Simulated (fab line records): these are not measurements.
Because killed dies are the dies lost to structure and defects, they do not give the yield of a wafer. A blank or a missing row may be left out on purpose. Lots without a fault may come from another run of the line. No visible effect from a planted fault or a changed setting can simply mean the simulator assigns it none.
Tool commonality check || flow nand_harc || 16 lots, 48 wafers sampled

== THE REASON FOR OPENING IT ==
On 4 of the 16 lots, a flag is raised at NHARC_P_M0_CD_MEAS_09 on the reading cd_nm. Wafers without a fault read 89.9 nm, standard deviation 0.57.
Rule: a lot gets a flag if all its wafers with a number sit over 4 standard deviations from that mean, or if no wafer of it has a number. As for the other lots, they are considered sound.

{"lot": "L575", "measured": "day 6 01:10", "on": "cd_sem-02", "cd_nm (nm), wafer by wafer": "90.1 89.7 90.7", "flag": ""}
{"lot": "L576", "measured": "day 6 16:22", "on": "cd_sem-03", "cd_nm (nm), wafer by wafer": "90.6 90.7 89.7", "flag": ""}
{"lot": "L578", "measured": "day 7 07:44", "on": "cd_sem-03", "cd_nm (nm), wafer by wafer": "89.3 89.2 89.3", "flag": ""}
{"lot": "L579", "measured": "day 7 14:55", "on": "cd_sem-03", "cd_nm (nm), wafer by wafer": "90.2 90.4 90.4", "flag": ""}
{"lot": "L580", "measured": "day 8 07:05", "on": "cd_sem-01", "cd_nm (nm), wafer by wafer": "89.7 90.6 90.3", "flag": ""}
{"lot": "L582", "measured": "day 9 05:08", "on": "cd_sem-03", "cd_nm (nm), wafer by wafer": "89.1 90.1 88.5", "flag": ""}
{"lot": "L583", "measured": "day 9 18:04", "on": "cd_sem-02", "cd_nm (nm), wafer by wafer": "89.2 90.4 89.5", "flag": ""}
{"lot": "L584", "measured": "day 10 01:25", "on": "cd_sem-01", "cd_nm (nm), wafer by wafer": "89.6 89.7 89.2", "flag": ""}
{"lot": "L585", "measured": "day 10 16:04", "on": "cd_sem-02", "cd_nm (nm), wafer by wafer": "89.1 88.8 89.8", "flag": ""}
{"lot": "L587", "measured": "day 10 23:58", "on": "cd_sem-03", "cd_nm (nm), wafer by wafer": "89.4 89.1 88.7", "flag": ""}
{"lot": "L586", "measured": "day 11 00:25", "on": "cd_sem-03", "cd_nm (nm), wafer by wafer": "89.8 90.3 91.0", "flag": ""}
{"lot": "L589", "measured": "day 12 03:32", "on": "cd_sem-02", "cd_nm (nm), wafer by wafer": "89.7 90.0 90.6", "flag": ""}
{"lot": "L590", "measured": "day 12 14:33", "on": "cd_sem-02", "cd_nm (nm), wafer by wafer": "60.7 59.8 60.4", "flag": "FLAGGED"}
{"lot": "L593", "measured": "day 13 16:02", "on": "cd_sem-02", "cd_nm (nm), wafer by wafer": "68.0 66.9 68.0", "flag": "FLAGGED"}
{"lot": "L594", "measured": "day 13 16:34", "on": "cd_sem-01", "cd_nm (nm), wafer by wafer": "68.8 69.6 68.8", "flag": "FLAGGED"}
{"lot": "L596", "measured": "day 14 17:00", "on": "cd_sem-03", "cd_nm (nm), wafer by wafer": "69.7 69.5 69.6", "flag": "FLAGGED"}
The numbers of the flagged lots are 66.7 nm on average: -23.2 nm against the usual, or -41 standard deviations.

== WHICH TOOL EACH LOT WENT THROUGH ==
The record holds 3 process steps before the reading, out of a route of 1302 steps. Read each cell as the tool, then ch plus the chambers that the sampled wafers visited, then the start.
{"lot": "L575", "flag": "", "NHARC_P_CONTACT_DEGAS_38": "pvd_sputter-02, day 5 22:47", "NHARC_P_CONTACT_CVD_23": "cvd_w-01 ch 0,1, day 6 01:01 or earlier", "NHARC_P_M0_EXPOSE_06": "arfi_scanner-02 ch 0, day 6 01:01"}
{"lot": "L576", "flag": "", "NHARC_P_CONTACT_DEGAS_38": "pvd_sputter-03, day 6 14:06", "NHARC_P_CONTACT_CVD_23": "cvd_w-01 ch 0,1, day 6 16:13 or earlier", "NHARC_P_M0_EXPOSE_06": "arfi_scanner-02 ch 0, day 6 16:13"}
{"lot": "L578", "flag": "", "NHARC_P_CONTACT_DEGAS_38": "pvd_sputter-01, day 7 05:26", "NHARC_P_CONTACT_CVD_23": "cvd_w-01 ch 0,1, day 7 07:36 or earlier", "NHARC_P_M0_EXPOSE_06": "arfi_scanner-01 ch 0, day 7 07:36"}
{"lot": "L579", "flag": "", "NHARC_P_CONTACT_DEGAS_38": "pvd_sputter-01, day 7 12:32", "NHARC_P_CONTACT_CVD_23": "cvd_w-01 ch 0,1, day 7 14:47 or earlier", "NHARC_P_M0_EXPOSE_06": "arfi_scanner-03 ch 0, day 7 14:47"}
{"lot": "L580", "flag": "", "NHARC_P_CONTACT_DEGAS_38": "pvd_sputter-02, day 8 04:07", "NHARC_P_CONTACT_CVD_23": "cvd_w-02 ch 1, day 8 06:56 or earlier", "NHARC_P_M0_EXPOSE_06": "arfi_scanner-01 ch 0, day 8 06:56"}
{"lot": "L582", "flag": "", "NHARC_P_CONTACT_DEGAS_38": "pvd_sputter-03, day 9 02:53", "NHARC_P_CONTACT_CVD_23": "cvd_w-02 ch 0,1, day 9 05:00 or earlier", "NHARC_P_M0_EXPOSE_06": "arfi_scanner-02 ch 0, day 9 05:00"}
{"lot": "L583", "flag": "", "NHARC_P_CONTACT_DEGAS_38": "pvd_sputter-01, day 9 15:38", "NHARC_P_CONTACT_CVD_23": "cvd_w-01 ch 0,1, day 9 17:55 or earlier", "NHARC_P_M0_EXPOSE_06": "arfi_scanner-03 ch 0, day 9 17:55"}
{"lot": "L584", "flag": "", "NHARC_P_CONTACT_DEGAS_38": "pvd_sputter-02, day 9 23:01", "NHARC_P_CONTACT_CVD_23": "cvd_w-02 ch 0, day 10 01:17 or earlier", "NHARC_P_M0_EXPOSE_06": "arfi_scanner-02 ch 0, day 10 01:17"}
{"lot": "L585", "flag": "", "NHARC_P_CONTACT_DEGAS_38": "pvd_sputter-02, day 10 13:41", "NHARC_P_CONTACT_CVD_23": "cvd_w-02 ch 0,1, day 10 15:56 or earlier", "NHARC_P_M0_EXPOSE_06": "arfi_scanner-01 ch 0, day 10 15:56"}
{"lot": "L587", "flag": "", "NHARC_P_CONTACT_DEGAS_38": "pvd_sputter-02, day 10 21:41", "NHARC_P_CONTACT_CVD_23": "cvd_w-02 ch 0,1, day 10 23:50 or earlier", "NHARC_P_M0_EXPOSE_06": "arfi_scanner-01 ch 0, day 10 23:50"}
{"lot": "L586", "flag": "", "NHARC_P_CONTACT_DEGAS_38": "pvd_sputter-03, day 10 21:59", "NHARC_P_CONTACT_CVD_23": "cvd_w-01 ch 0,1, day 11 00:16 or earlier", "NHARC_P_M0_EXPOSE_06": "arfi_scanner-03 ch 0, day 11 00:16"}
{"lot": "L589", "flag": "", "NHARC_P_CONTACT_DEGAS_38": "pvd_sputter-01, day 12 01:07", "NHARC_P_CONTACT_CVD_23": "cvd_w-01 ch 0,1, day 12 03:23 or earlier", "NHARC_P_M0_EXPOSE_06": "arfi_scanner-02 ch 0, day 12 03:23"}
{"lot": "L590", "flag": "FLAGGED", "NHARC_P_CONTACT_DEGAS_38": "pvd_sputter-01, day 12 12:10", "NHARC_P_CONTACT_CVD_23": "cvd_w-01 ch 0,1, day 12 14:25 or earlier", "NHARC_P_M0_EXPOSE_06": "arfi_scanner-01 ch 0, day 12 14:25"}
{"lot": "L593", "flag": "FLAGGED", "NHARC_P_CONTACT_DEGAS_38": "pvd_sputter-02, day 13 13:39", "NHARC_P_CONTACT_CVD_23": "cvd_w-02 ch 0,1, day 13 15:53 or earlier", "NHARC_P_M0_EXPOSE_06": "arfi_scanner-01 ch 0, day 13 15:53"}
{"lot": "L594", "flag": "FLAGGED", "NHARC_P_CONTACT_DEGAS_38": "pvd_sputter-03, day 13 14:14", "NHARC_P_CONTACT_CVD_23": "cvd_w-01 ch 0,1, day 13 16:26 or earlier", "NHARC_P_M0_EXPOSE_06": "arfi_scanner-01 ch 0, day 13 16:26"}
{"lot": "L596", "flag": "FLAGGED", "NHARC_P_CONTACT_DEGAS_38": "pvd_sputter-02, day 14 14:36", "NHARC_P_CONTACT_CVD_23": "cvd_w-01 ch 0,1, day 14 16:52 or earlier", "NHARC_P_M0_EXPOSE_06": "arfi_scanner-01 ch 0, day 14 16:52"}
What these steps do:
- NHARC_P_CONTACT_DEGAS_38: time 60 s.
- NHARC_P_CONTACT_CVD_23: deposits W, target thk 200 nm, time 557 s.
- NHARC_P_M0_EXPOSE_06: exposes mask P M0, target cd 90 nm.
- NHARC_P_M0_CD_MEAS_09: target cd 90 nm.

== FLAGGED OVER TOTAL, TOOL BY TOOL (the gauges that took the reading come last) ==
{"step": "NHARC_P_CONTACT_DEGAS_38", "tool": "pvd_sputter-01", "lots run": 5, "flagged": 1, "share of the flagged lots": "some", "sound lots run after its first flagged lot": 0}
{"step": "NHARC_P_CONTACT_DEGAS_38", "tool": "pvd_sputter-02", "lots run": 7, "flagged": 2, "share of the flagged lots": "some", "sound lots run after its first flagged lot": 0}
{"step": "NHARC_P_CONTACT_DEGAS_38", "tool": "pvd_sputter-03", "lots run": 4, "flagged": 1, "share of the flagged lots": "some", "sound lots run after its first flagged lot": 0}
{"step": "NHARC_P_CONTACT_CVD_23", "tool": "cvd_w-01", "lots run": 10, "flagged": 3, "share of the flagged lots": "some", "sound lots run after its first flagged lot": 0}
{"step": "NHARC_P_CONTACT_CVD_23", "tool": "cvd_w-02", "lots run": 6, "flagged": 1, "share of the flagged lots": "some", "sound lots run after its first flagged lot": 0}
{"step": "NHARC_P_M0_EXPOSE_06", "tool": "arfi_scanner-01", "lots run": 8, "flagged": 4, "share of the flagged lots": "all", "sound lots run after its first flagged lot": 0}
{"step": "NHARC_P_M0_EXPOSE_06", "tool": "arfi_scanner-02", "lots run": 5, "flagged": 0, "share of the flagged lots": "none", "sound lots run after its first flagged lot": "-"}
{"step": "NHARC_P_M0_EXPOSE_06", "tool": "arfi_scanner-03", "lots run": 3, "flagged": 0, "share of the flagged lots": "none", "sound lots run after its first flagged lot": "-"}
{"step": "NHARC_P_M0_CD_MEAS_09", "tool": "cd_sem-01", "lots run": 3, "flagged": 1, "share of the flagged lots": "some", "sound lots run after its first flagged lot": 0}
{"step": "NHARC_P_M0_CD_MEAS_09", "tool": "cd_sem-02", "lots run": 6, "flagged": 2, "share of the flagged lots": "some", "sound lots run after its first flagged lot": 0}
{"step": "NHARC_P_M0_CD_MEAS_09", "tool": "cd_sem-03", "lots run": 7, "flagged": 1, "share of the flagged lots": "some", "sound lots run after its first flagged lot": 0}
NHARC_P_CONTACT_CVD_23: start missing for some lots; hours and lot order therefore follow NHARC_P_M0_EXPOSE_06.

== THE TABLE: WHAT IT ALLOWS ==
Rows of the table that ran each flagged lot: 1, that is arfi_scanner-01 at NHARC_P_M0_EXPOSE_06.
- arfi_scanner-01 at NHARC_P_M0_EXPOSE_06: 4 of its 8 lots flagged. Its last sound lot is L587 (day 10 23:50), its first flagged lot L590 (day 12 14:25): a fault that began between those two fits. Its own readings (exposure_dose_mJ_cm2) fall more than 4 standard deviations out on all wafers of the flagged lots.
arfi_scanner-01 at NHARC_P_M0_EXPOSE_06 is the single tool remaining.

== WHAT HAD BEEN PUT IN BY THE SIMULATOR ==
Process parameters drifting: arfi_scanner-01 at NHARC_P_M0_EXPOSE_06, beginning at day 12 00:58. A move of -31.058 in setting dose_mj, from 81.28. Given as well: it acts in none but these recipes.
Struck lots among those shown: L590, L593, L594, L596. This agrees with what the rule above found.
